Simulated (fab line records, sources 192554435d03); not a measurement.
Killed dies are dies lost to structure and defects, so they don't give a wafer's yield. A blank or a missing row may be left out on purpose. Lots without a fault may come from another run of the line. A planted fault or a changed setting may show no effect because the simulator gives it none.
fab line records | flow n5_finfet
record lots=11 wafers=33 last_day=17
route steps=1938 shown BEOL_M5@1114 PASSIVATION@1936
lots that met no fault: from a run of the same line without faults
start_h: hours from the record's first day to the start of the lot's first wafer shown | wait_h: hours since the lot's step before | " the same as in the row above | L1.1+2: a row that stands for several wafers | - no value, or no start given | * or withheld: withheld | < > ~ a bound
route shown NAME@n: a module of which the file shows steps, and the number in the route of the first | usual: mean/standard deviation of fault-free wafers | same: alike in all rows | chamber/n: place in a boat | sites: the reading at each site | _std_site: their standard deviation | _edge_site: outer sites' mean less inner sites' | radius_mm: how far each site lies from the wafer's centre | mask NAME#n: copy n | behind: the tool/chamber that last shaped the wafer | hold: why the lot was held/for how many hours/how that ended | device: the transistor (n, p or np) that didn't switch | end of line: the same wafers' tests at the end of the route | a step without rows: its recipe alone | killed: dies lost to structure and defects at the first sort, not the wafer's yield | map: a wafer's dies, x killed, . not, _ none there
set.NAME: the setting as run; set.NAME@STEP: as run at that earlier step | model.NAME: the simulator's own value behind a step, which no gauge read
steps of the route over a sample of lots; a table a step, a row a wafer
services: from which hour (start_h, from the record's first day; less than 0 if before it) a tool's chamber was out of use, for how many hours, and why
## steps
# step N5_BEOL_M5_THK_MEAS_01
# recipe reads=SiCOH_lowk_of_BEOL_M5_ILD_DEP_00
# usual M5_ILD_THK=120.9/1.7
# columns lot.wafer tool chamber start_h wait_h M5_ILD_THK[nm]
L773.1 film_metro-01 - 193.50 0.4 119.2
L773.4 " - " " 121.2
L773.5 " - " " 121.4
L774.1 film_metro-01 - 193.76 0.4 122.7
L774.3 " - " " 122.7
L774.5 " - " " 125.2
L777.2 film_metro-01 - 209.01 0.4 119.6
L777.3 " - " " 121.2
L777.6 " - " " 121.6
L778.1 film_metro-02 - 209.32 0.4 117.8
L778.3 " - " " 118.2
L778.5 " - " " 120.4
L780.2 film_metro-01 - 226.33 0.4 119.8
L780.3 " - " " 121.5
L780.6 " - " " 121.9
L785.2 film_metro-01 - 251.55 0.7 122.1
L785.3 " - " " 123.0
L785.5 " - " " 125.1
L789.1 film_metro-01 - 276.16 0.4 120.4
L789.2 " - " " 118.4
L789.4 " - " " 120.9
L788.1 film_metro-02 - 277.45 0.4 119.0
L788.3 " - " " 120.7
L788.6 " - " " 122.0
L790.3 film_metro-01 - 290.85 0.3 121.5
L790.5 " - " " 122.3
L790.6 " - " " 121.1
L793.4 film_metro-02 - 304.16 0.4 122.6
L793.5 " - " " 123.4
L793.6 " - " " 121.5
L794.1 film_metro-02 - 307.67 0.4 119.1
L794.2 " - " " 121.1
L794.6 " - " " 123.3
# step N5_BEOL_M5_ETCH_72
# recipe chemistry=N2/H2 target=underlayer target_depth_a=65 mask_material=CAR-EUV time_s=5.2 ion_energy_ev=200 pressure_mtorr=30 source_w=840 bias_w=150 n2_flow_sccm=200 h2_flow_sccm=200 ends=cleared
# usual drypump_motor_current_A=5.8/0.5 etch_rf_on_time_s=5.19/0.11 oes_product_au=0.64/0.065 rf_vpp_V=523.9/2.8 showerhead_plenum_p_Torr=2.54/0.093 throttle_valve_pct=17.83/0.13
# columns lot.wafer tool chamber start_h wait_h drypump_motor_current_A etch_rf_on_time_s oes_product_au rf_hours_counter_h rf_vpp_V showerhead_plenum_p_Torr throttle_valve_pct
L773.1 rie_diel-02 1 194.72 0.0 6.2 5.44 0.63 152 522.4 2.44 17.75
L773.4 " 0 " " 5.1 5.19 0.69 105 526.4 2.66 17.71
L773.5 " 3 " " 6.7 5.12 0.86 - 525.0 2.60 17.62
L774.1 rie_diel-04 2 194.86 0.0 5.4 5.14 0.64 155 522.3 2.53 17.82
L774.3 " 3 " " 6.0 5.06 0.62 181 530.4 2.63 17.68
L774.5 " 2 " " 5.4 5.11 0.65 - 524.8 2.53 17.80
L777.2 rie_diel-04 2 211.15 0.0 5.4 5.13 0.64 160 525.1 2.53 17.79
L777.3 " 0 " " 6.3 5.06 0.61 221 521.0 2.39 18.07
L777.6 " 3 " " 6.0 5.07 0.61 - 526.7 2.63 17.72
L778.1 rie_diel-03 0 211.40 0.0 5.9 5.09 0.60 245 519.0 2.40 18.02
L778.3 " 2 " " 5.3 5.28 0.60 203 524.3 2.53 17.84
L778.5 " 3 " " 5.3 5.33 0.61 - 518.4 2.41 17.91
L780.2 rie_diel-03 3 227.53 0.0 5.3 5.25 0.62 187 521.9 2.41 17.93
L780.3 " 2 " " 5.3 5.19 0.61 209 524.3 2.53 17.86
L780.6 " 2 " " 5.3 5.18 0.60 - 525.0 2.53 17.87
L785.2 rie_diel-03 2 254.88 0.0 5.3 5.17 0.61 220 522.4 2.52 17.87
L785.3 " 1 " " 6.5 5.17 0.60 206 522.7 2.51 17.91
L785.5 " 3 " " 5.3 5.23 0.61 - 517.2 2.40 17.97
L789.1 rie_diel-03 1 280.51 0.0 6.5 5.19 0.59 214 525.2 2.51 17.90
L789.2 " 0 " " 5.9 5.13 0.81 9 528.3 2.71 17.58
L789.4 " 2 " " 5.3 5.29 0.59 227 522.8 2.52 17.89
L788.1 rie_diel-03 2 280.82 0.0 5.3 5.27 0.59 227 522.9 2.52 17.88
L788.3 " 3 " " 5.3 5.30 0.61 205 521.8 2.40 17.96
L788.6 " 0 " " 5.9 5.18 0.79 - 529.7 2.71 17.58
L790.3 rie_diel-04 2 292.56 0.0 5.4 5.12 0.63 179 524.2 2.52 17.84
L790.5 " 0 " " 6.4 4.98 0.60 - 519.6 2.38 18.13
L790.6 " 3 " " 5.9 5.11 0.60 - 523.8 2.62 17.76
L793.4 rie_diel-02 1 305.95 0.0 6.1 5.32 0.62 185 522.6 2.43 17.82
L793.5 " 3 " " 6.6 5.18 0.76 - 527.9 2.59 17.64
L793.6 " 0 " " 5.1 5.23 0.65 - 527.1 2.65 17.77
L794.1 rie_diel-04 3 309.28 0.0 5.9 5.10 0.59 218 527.7 2.61 17.74
L794.2 " 2 " " 5.4 5.19 0.63 185 523.4 2.52 17.86
L794.6 " 1 " " 6.0 5.14 0.59 - 526.8 2.63 18.00
# step N5_BEOL_M5_HM_OPEN_17
# recipe chemistry=Cl2/BCl3 target_depth_a=200 overetch_a=60 target=TiN mask_material=SOC ion_energy_ev=150 pressure_mtorr=10 icp_w=1000 bias_w=126 Cl2_flow_sccm=53.25 bcl3_flow_sccm=21.75 Ar_flow_sccm=25
# usual drypump_motor_current_A=5.4/0.37 mfc_ar_sccm=25.01/0.08 oes_product_au=0.69/0.067 throttle_valve_pct=22.06/0.13
# columns lot.wafer tool chamber start_h wait_h drypump_motor_current_A mfc_ar_sccm oes_product_au rf_hours_counter_h throttle_valve_pct
L773.1 rie_metal-02 1 194.93 0.0 5.2 25.08 0.72 20 21.96
L773.4 " 1 " " 5.1 24.96 0.70 - 21.95
L773.5 " 1 " " 5.2 24.94 0.70 - 21.94
L774.1 rie_metal-01 1 195.07 0.0 5.2 25.18 0.76 13 22.02
L774.3 " 0 " " 5.3 25.00 0.64 - 22.24
L774.5 " 1 " " 5.2 25.14 0.76 - 22.01
L777.2 rie_metal-03 1 211.37 0.0 6.2 24.96 0.81 3 21.89
L777.3 " 1 " " 6.2 24.87 0.80 - 21.88
L777.6 " 1 " " 6.2 24.87 0.79 - 21.87
L778.1 rie_metal-02 1 211.61 0.0 5.2 25.05 0.69 22 21.97
L778.3 " 1 " " 5.1 25.04 0.70 - 21.98
L778.5 " 1 " " 5.1 25.11 0.68 - 21.96
L780.2 rie_metal-03 0 227.74 0.0 5.4 25.03 0.59 83 22.22
L780.3 " 0 " " 5.4 25.02 0.61 - 22.20
L780.6 " 0 " " 5.4 25.01 0.60 - 22.19
L785.2 rie_metal-02 0 255.10 0.0 6.0 25.21 0.80 4 22.01
L785.3 " 0 " " 6.0 24.93 0.80 - 22.04
L785.5 " 0 " " 6.0 25.01 0.80 - 22.01
L789.1 rie_metal-02 1 280.72 0.0 5.1 24.98 0.67 27 21.97
L789.2 " 0 " " 6.0 24.95 0.77 5 22.04
L789.4 " 0 " " 6.0 24.97 0.77 - 22.03
L788.1 rie_metal-02 0 281.04 0.0 6.0 25.00 0.77 5 22.02
L788.3 " 1 " " 5.1 25.09 0.68 - 21.96
L788.6 " 0 " " 6.0 24.97 0.77 - 22.03
L790.3 rie_metal-01 1 292.81 0.1 5.2 24.86 0.73 - 22.04
L790.5 " 0 " " 5.2 25.05 0.64 - 22.23
L790.6 " 1 " " 5.2 24.94 0.72 - 22.06
L793.4 rie_metal-01 1 306.20 0.1 5.2 24.97 0.71 - 22.06
L793.5 " 1 " " 5.2 24.97 0.71 - 22.06
L793.6 " 0 " " 5.3 24.96 0.62 - 22.26
L794.1 rie_metal-02 1 309.50 0.0 5.2 25.04 0.68 30 21.97
L794.2 " 0 " " 6.0 25.16 0.76 8 22.03
L794.6 " 0 " " 6.0 25.18 0.76 - 22.05
# step N5_BEOL_M5_COAT_74
# recipe resist=underlayer temp_c=205 time_s=60 spin_rpm=1500 resist_thk_nm=5
# usual spin_speed_rpm=1499.9/0.98
# same time_s=60
# columns lot.wafer tool chamber start_h wait_h spin_speed_rpm
L773.1 litho_track-05 0 195.25 - 1499.8
L773.4 " 0 " " 1499.2
L773.5 " 0 " " 1501.8
L774.1 litho_track-03 0 195.30 - 1497.9
L774.3 " 0 " " 1498.0
L774.5 " 0 " " 1498.7
L778.1 litho_track-03 0 213.19 - 1500.0
L778.3 " 0 " " 1500.6
L778.5 " 0 " " 1500.4
L777.2 litho_track-05 0 213.19 - 1498.8
L777.3 " 0 " " 1500.3
L777.6 " 0 " " 1501.3
L780.2 litho_track-03 0 227.96 - 1450.3
L780.3 " 0 " " 1452.5
L780.6 " 0 " " 1450.4
L785.2 litho_track-03 0 255.42 - 1450.3
L785.3 " 0 " " 1448.7
L785.5 " 0 " " 1450.6
L789.1 litho_track-05 0 280.94 - 1500.7
L789.2 " 0 " " 1499.8
L789.4 " 0 " " 1501.1
L788.1 litho_track-05 0 283.66 - 1501.7
L788.3 " 0 " " 1498.9
L788.6 " 0 " " 1500.1
L790.3 litho_track-05 0 295.64 - 1499.4
L790.5 " 0 " " 1499.6
L790.6 " 0 " " 1500.3
L793.4 litho_track-02 0 307.39 - 1500.3
L793.5 " 0 " " 1499.6
L793.6 " 0 " " 1500.9
L794.1 litho_track-05 0 312.09 - 1498.6
L794.2 " 0 " " 1498.0
L794.6 " 0 " " 1500.3
# step N5_PASSIVATION_PROBE_49
# usual defect_limited_yield=91.3/1.5 killed_at_M0_to_M3=33/12 killed_at_M4_up=13/5.2 killed_at_contacts=13/6.7 killed_at_front_end=40/11 killed_at_other=4.1/2.7 killed_dies=103/17 killed_open=69/13 killed_short=33/8.4 sort_bin_5_function=5.1/1 sort_bin_6_memory=3.2/0.62 sort_n_pass=1077/17 sort_yield_pct=91.3/1.5
# same gross_dies=1180 killed_at_back_side=0 sort_bin_4_leakage[%]=0 sort_bin_8_speed[%]=0
# columns lot.wafer tool chamber start_h wait_h defect_limited_yield[%] killed_at_M0_to_M3 killed_at_M4_up killed_at_contacts killed_at_front_end killed_at_other killed_dies killed_open killed_short sort_bin_5_function[%] sort_bin_6_memory[%] sort_n_pass sort_yield_pct[%]
L788.1 prober-02 - 388.15 0.0 90.3 40 19 4 46 6 115 86 27 6.0 3.6 1065 90.3
L788.3 prober-02 - 388.25 0.1 93.7 29 11 8 24 2 74 49 24 3.3 2.8 1106 93.7
L788.6 prober-02 - 388.40 0.3 89.6 40 27 2 48 6 123 82 41 5.8 4.2 1057 89.6
L790.3 prober-01 - 395.10 0.1 93.6 16 6 12 40 1 75 54 18 3.8 2.5 1105 93.6
L790.5 prober-01 - 395.20 0.2 93.0 23 10 17 21 12 83 56 27 4.3 2.5 1097 93.0
L790.6 prober-01 - 395.25 0.3 90.9 18 19 20 44 6 107 69 35 5.2 3.6 1073 90.9
# killed by level:class
L788.1 STI_FIN_REVEAL:geometric_particle:open=16 BEOL_M2:geometric_particle:open=12 BEOL_M1:geometric_particle:open=10 FIN_SAQP:geometric_particle:open=6 BEOL_M3:geometric_particle:open=6 FIN_SAQP:geometric_particle:short=5 BEOL_M0_SAQP:geometric_particle:open=5 DUMMY_GATE:geometric_particle:short=5
L788.3 BEOL_M2:geometric_particle:open=11 BEOL_M1:geometric_particle:open=9 FIN_SAQP:geometric_particle:open=6 MOL_CONTACT_COAG:geometric_particle:open=6 STI_FIN_REVEAL:geometric_particle:open=4 BEOL_M4:geometric_particle:open=4 FIN_SAQP:geometric_particle:short=3 DUMMY_GATE:geometric_particle:open=3
L788.6 BEOL_M4:geometric_particle:open=15 FIN_SAQP:geometric_particle:open=14 BEOL_M2:geometric_particle:open=10 FIN_SAQP:geometric_particle:short=9 BEOL_M0_SAQP:geometric_particle:short=9 DUMMY_GATE:geometric_particle:open=8 BEOL_M0_SAQP:geometric_particle:open=7 BEOL_M1:geometric_particle:open=5
L790.3 FIN_SAQP:geometric_particle:open=10 MOL_CONTACT_COAG:geometric_particle:open=10 GATE_CUT:geometric_particle:open=9 FIN_SAQP:geometric_particle:short=5 BEOL_M0_SAQP:geometric_particle:open=5 BEOL_M2:geometric_particle:open=4 STI_FIN_REVEAL:geometric_particle:open=3 DUMMY_GATE:geometric_particle:open=3
L790.5 MOL_CONTACT_COAG:geometric_particle:open=14 BEOL_M0_SAQP:geometric_particle:open=9 BEOL_M0_SAQP:geometric_particle:short=6 PASS1_CAP:geometric_particle:open=5 PASS1_CAP:geometric_particle:short=5 DUMMY_GATE:geometric_particle:open=4 ILD0:geometric_particle:open=4 BEOL_M4:geometric_particle:open=4
L790.6 MOL_CONTACT_COAG:geometric_particle:open=16 FIN_SAQP:geometric_particle:open=10 GATE_CUT:geometric_particle:short=7 BEOL_M2:geometric_particle:open=6 FIN_SAQP:geometric_particle:short=4 GATE_CUT:geometric_particle:open=4 BEOL_M4:geometric_particle:open=4 BEOL_M5:geometric_particle:open=4
## services
# columns tool chamber start_h hours kind
rie_metal-03 1 171.39 9.5 repair
rie_metal-01 1 181.95 1.7 repair
rie_metal-02 0 191.91 - clean
rie_metal-02 0 191.91 22.7 scheduled_down
rie_metal-02 0 191.91 22.7 vent_cycle
rie_diel-02 3 210.65 2.9 repair
litho_track-03 - 218.19 - consumable_replace:filter
rie_diel-03 0 225.48 - clean
rie_diel-03 0 225.48 - consumable_replace:focus_ring
rie_diel-03 0 225.48 - consumable_replace:showerhead
rie_diel-03 0 225.48 21.1 scheduled_down
rie_diel-03 0 225.48 21.1 vent_cycle
rie_metal-01 - 231.41 5.1 repair
rie_metal-01 0 248.82 21.7 repair
rie_diel-04 2 248.97 8.5 repair
rie_metal-02 - 249.19 2.8 pm
rie_diel-02 3 249.69 7.0 repair
rie_metal-03 - 277.13 0.7 repair
rie_metal-01 - 277.25 0.9 repair
rie_diel-04 0 303.73 - clean
rie_diel-04 0 303.73 - consumable_replace:focus_ring
rie_diel-04 0 303.73 - consumable_replace:showerhead
rie_diel-04 0 303.73 17.6 scheduled_down
rie_diel-04 0 303.73 17.6 vent_cycle
## key
first_sign step=N5_BEOL_M5_COAT_74 reading=spin_speed_rpm direction=down sigmas=51 usual=* struck=*
effect none on later readings
met_at N5_BEOL_M5_COAT_74
struck_lots L780,L785
not_acting_at N5_BEOL_M5_THK_MEAS_01,N5_BEOL_M5_ETCH_72,N5_BEOL_M5_HM_OPEN_17
onset_between 213.19 227.96
fault kind=process_parameter_drift tool=litho_track-03 chamber=- onset_h=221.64 steps=N5_BEOL_M5_COAT_74 channel=spin_rpm offset=* shape=step acts_in=* stated=*
